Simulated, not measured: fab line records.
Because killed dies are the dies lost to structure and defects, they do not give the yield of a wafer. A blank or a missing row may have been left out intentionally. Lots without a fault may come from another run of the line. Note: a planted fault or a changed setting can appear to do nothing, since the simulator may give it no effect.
Lot-split experiment + flow n5-finfet + 21 wafers read across 7 lots, on a route 1938 steps long

== ON THE SPLIT ==
At N5_BEOL_M4_DESCUM_16 (chemistry O2, time 7 s), the setting time-s was moved away from the recipe's 7 s on 3 of the 21 wafers read, by -10.0% to +20.0%. For the rest of the wafers, this setting stayed at what the recipe calls for.

== FROM THE SPLIT TO THE READING: what the file shows between them, 1 step ==
- N5_BEOL_M4_ETCH_74: etches underlayer in N2/H2, target depth 6.5 nm, time 5.2 s

== THE READING ==
CAR-EUV_of_BEOL_M4_COAT_05.thk-nm (the simulator's own value, which no gauge read), in nm, at N5_BEOL_M4_ETCH_63 (etches SiARC in CF4, target depth 15.6 nm, time 26 s). No usual value for it is given in the file. Here, 18 wafers ran the recipe; their average is 11.1 nm with a standard deviation of 0.12 nm.

| wafer  | tool, chamber at the split | time-s as run, s | against the recipe | CAR-EUV_of_BEOL_M4_COAT_05.thk-nm, nm | against lot-mates on the recipe |
|--------|----------------------------|------------------|--------------------|---------------------------------------|---------------------------------|
| L083.1 | rie-diel-02, 2,0,1         | 7                | recipe             | 11.2                                  | -                               |
| L083.3 | rie-diel-02, 2,0,1         | 7                | recipe             | 11.2                                  | -                               |
| L083.6 | rie-diel-02, 2,0,1         | 7                | recipe             | 11.2                                  | -                               |
| L085.1 | rie-diel-05, 2             | 7                | recipe             | 11.2                                  | -                               |
| L085.5 | rie-diel-05, 1,2           | 7                | recipe             | 11                                    | -                               |
| L085.6 | rie-diel-05, 1,2           | 7                | recipe             | 11                                    | -                               |
| L086.2 | rie-diel-04, 3,2           | 7                | recipe             | 11.2                                  | -                               |
| L086.4 | rie-diel-04, 1             | 7                | recipe             | 11.2                                  | -                               |
| L086.6 | rie-diel-04, 3,2           | 7                | recipe             | 11.2                                  | -                               |
| L089.1 | rie-diel-05, 1,3,2         | 7                | recipe             | 11.2                                  | -                               |
| L089.5 | rie-diel-05, 1,3,2         | 7                | recipe             | 11.2                                  | -                               |
| L089.3 | rie-diel-05, 1,3,2         | 7                | recipe             | 11                                    | -                               |
| L093.1 | rie-diel-02, 0,3           | 7                | recipe             | 11                                    | -                               |
| L093.4 | rie-diel-02, 0,3           | 7                | recipe             | 11.2                                  | -                               |
| L093.6 | rie-diel-02, 2             | 8.401            | +20.0%             | 10.4                                  | -0.7                            |
| L079.1 | rie-diel-02, 2             | 6.3              | -10.0%             | 11.4                                  | +0.4                            |
| L079.3 | rie-diel-02, 3             | 6.3              | -10.0%             | 11.4                                  | +0.4                            |
| L079.2 | rie-diel-02, 1             | 7                | recipe             | 11                                    | -                               |
| L096.1 | rie-diel-04, 1,2           | 7                | recipe             | 11.2                                  | -                               |
| L096.3 | rie-diel-04, 1,2           | 7                | recipe             | 11                                    | -                               |
| L096.5 | rie-diel-04, 3             | 7                | recipe             | 10.8                                  | -                               |
When a row names more than one chamber, that row covers several wafers, and the file does not tell which wafer ran in which chamber.

FIT RESULTS
A straight line over all 21 wafers: CAR-EUV_of_BEOL_M4_COAT_05.thk-nm changes by -0.0333 nm for each +1% of time-s; r = -0.85; the points scatter about the line by 0.12 nm.
The same after taking each lot's own level away (the mean of its wafers on the recipe; 21 wafers): -0.0366 nm for each +1%; r = -0.92; scatter 0.091 nm.
The reading moves by 0.73 nm for the largest change in time-s, on that fit.
The lots' own levels span 11.00 to 11.20 nm, that is 1.7 times the standard deviation above.
The two slopes are in agreement: the lot-to-lot level therefore moves the slope only a little.
Check: with one of the wafers moved furthest among these (+20.0%) left out of the fit, the line predicts -0.801 nm for it against its lot-mates. It came out at -0.7 nm against them.

== THESE WAFERS: OTHER SPLITS ==
Note: prior to the reading, these wafers also went through further splits. Each is held against what the fit with the lots' levels taken away leaves over:
| other split on the same wafers | wafers away from the commonest value | r with CAR-EUV_of_BEOL_M4_COAT_05.thk-nm (lot level and that fit taken away) |
|--------------------------------|--------------------------------------|------------------------------------------------------------------------------|
| N5_BEOL_M2_EXPOSE_08 dose-mj   | 4                                    | +0.09                                                                        |
| N5_BEOL_M3_DESCUM_33 time-s    | 7                                    | -0.09                                                                        |

== THE WHOLE CHAIN: every reading that the file lists as answering this split, in the file's order ==
| step                 | what it does                                                | reading                                                                            | change (the file's fit)               | r (the file's) |
|----------------------|-------------------------------------------------------------|------------------------------------------------------------------------------------|---------------------------------------|----------------|
| N5_BEOL_M4_DESCUM_16 | chemistry O2, time 7 s                                      | CAR-EUV_of_BEOL_M4_COAT_05.thk-nm (the simulator's own value, which no gauge read) | -0.03 nm for each +1% of the setting  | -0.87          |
| N5_BEOL_M4_ETCH_74   | etches underlayer in N2/H2, target depth 6.5 nm, time 5.2 s | CAR-EUV_of_BEOL_M4_COAT_05.thk-nm (the simulator's own value, which no gauge read) | -0.04 nm for each +1% of the setting  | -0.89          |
| N5_BEOL_M4_ETCH_63   | etches SiARC in CF4, target depth 15.6 nm, time 26 s        | CAR-EUV_of_BEOL_M4_COAT_05.thk-nm (the simulator's own value, which no gauge read) | -0.036 nm for each +1% of the setting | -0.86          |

== FILE'S OWN FIT ==
CAR-EUV_of_BEOL_M4_COAT_05.thk-nm changes by -0.036 nm for each +1% of time-s, r = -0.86.
